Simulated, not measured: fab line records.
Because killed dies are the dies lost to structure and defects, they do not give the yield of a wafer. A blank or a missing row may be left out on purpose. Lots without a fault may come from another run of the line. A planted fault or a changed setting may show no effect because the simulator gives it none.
Split-lot experiment -- flow n5Finfet -- route with 1938 steps; 7 lots, 21 wafers read

== ABOUT THE SPLIT ==
At N5_FIN_SAQP_SPACER1_ALD_24 (deposits SiO2, target thk 20.3 nm, pulse time 1 s, purge time 2 s), the setting tempC was moved away from the recipe's 300 C on 8 of the 21 wafers read, by -3.9% to +4.0%. The other wafers ran this setting at the recipe's value.

== FROM SPLIT TO READING: 1 step shown by the file between the two ==
- N5_FIN_SAQP_SPACER1_ETCHBACK_25: etches SiO2 in CHF3/O2, target depth 24.4 nm, time 12.2 s

== THE READING ==
FIN_SAQP.cdNm (the simulator's own value, which no gauge read), in nm, at N5_FIN_SAQP_MANDREL1_REMOVE_56 (chemistry HBr/Cl2/O2, target a-Si, stops on SiNx, bt time 10 s). The file gives no usual value for it. Across the 13 wafers here that went through the recipe, the average is 20.3 nm and the standard deviation 0.1 nm.

wafer,"tool, chamber at the split","tempC as run, C",against the recipe,"FIN_SAQP.cdNm, nm",against lot-mates on the recipe
L079.1,"aldSin-01, 2,0",300,recipe,20.2,-
L079.2,"aldSin-01, 0",292.7,-2.4%,20.8,+0.5
L079.5,"aldSin-01, 2,0",300,recipe,20.4,-
L081.1,"aldSin-02, 0,2,0",300,recipe,20.4,-
L081.5,"aldSin-02, 0,2,0",300,recipe,20.4,-
L081.4,"aldSin-02, 0,2,0",300,recipe,20.2,-
L082.2,"aldSin-02, 2,1",300,recipe,20.2,-
L082.4,"aldSin-02, 2,1",300,recipe,20.2,-
L082.5,"aldSin-02, 2",300,recipe,20.4,-
L086.1,"aldSin-02, 3,2",300,recipe,20.2,-
L086.5,"aldSin-02, 1",292,-2.7%,21,+0.7
L086.6,"aldSin-02, 3,2",300,recipe,20.4,-
L087.1,"aldSin-04, 0",300,recipe,20.4,-
L087.2,"aldSin-04, 2,3",312.1,+4.0%,20,-0.4
L087.5,"aldSin-04, 2,3",312.1,+4.0%,20,-0.4
L090.1,"aldSin-04, 0,3",310.8,+3.6%,20.2,-0.2
L090.6,"aldSin-04, 0,3",310.8,+3.6%,20.2,-0.2
L090.5,"aldSin-04, 0",300,recipe,20.4,-
L096.2,"aldSin-04, 2,1",288.2,-3.9%,21.2,+1.0
L096.6,"aldSin-04, 2,1",288.2,-3.9%,21.2,+1.0
L096.5,"aldSin-04, 2",300,recipe,20.2,-
When a row names more than one chamber, that row covers several wafers, and the file does not tell which wafer ran in which chamber.

FIT RESULTS
A straight line over all 21 wafers: FIN_SAQP.cdNm changes by -0.133 nm for each +1% of tempC; r = -0.86; the points scatter about the line by 0.18 nm.
The same after taking each lot's own level away (the mean of its wafers on the recipe; 21 wafers): -0.155 nm for each +1%; r = -0.90; scatter 0.18 nm.
On that fit, the largest move of tempC shifts the reading by 0.63 nm.
Across the lots, their own levels run from 20.20 to 20.40 nm, a range of 2.0 times the standard deviation given above.
In other words, the slope is changed by the lot-to-lot level; the two fits disagree.
Check: -0.541 nm against its lot-mates is what the line predicts for one of the wafers moved furthest among these (+4.0%) when that wafer is left out of the fit. It came out at -0.4 nm against them.

== THE OTHER SPLITS THESE WAFERS WENT THROUGH ==
These wafers also went through other splits before the reading. Each is held against what the fit with the lots' levels taken away leaves over:
other split on the same wafers,wafers away from the commonest value,r with FIN_SAQP.cdNm (lot level and that fit taken away)
N5_ZERO_LAYER_COAT_05 spinRpm,6,-0.40
N5_ZERO_LAYER_DEVELOP_10 developTimeS,6,-0.21
N5_PMOS_HMC_CHANNEL_EPI_PEB_07 pebTimeS,4,-0.04
N5_PMOS_HMC_CHANNEL_EPI_ETCH_38 biasW,2,+0.05

== THE WHOLE CHAIN: every reading that the file lists as answering this split, in the file's order ==
step,what it does,reading,change (the file's fit),r (the file's)
N5_FIN_SAQP_SPACER1_ALD_24,"deposits SiO2, target thk 20.3 nm, pulse time 1 s, purge time 2 s","SiO2_of_FIN_SAQP_SPACER1_ALD_24.thkNm (the simulator's own value, which no gauge read)",-0.162 nm for each +1% of the setting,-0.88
N5_FIN_SAQP_MANDREL1_REMOVE_56,"chemistry HBr/Cl2/O2, target a-Si, stops on SiNx, bt time 10 s","FIN_SAQP.cdNm (the simulator's own value, which no gauge read)",-0.162 nm for each +1% of the setting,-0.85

== THE FILE'S OWN FIT ==
FIN_SAQP.cdNm changes by -0.162 nm for each +1% of tempC, r = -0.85.
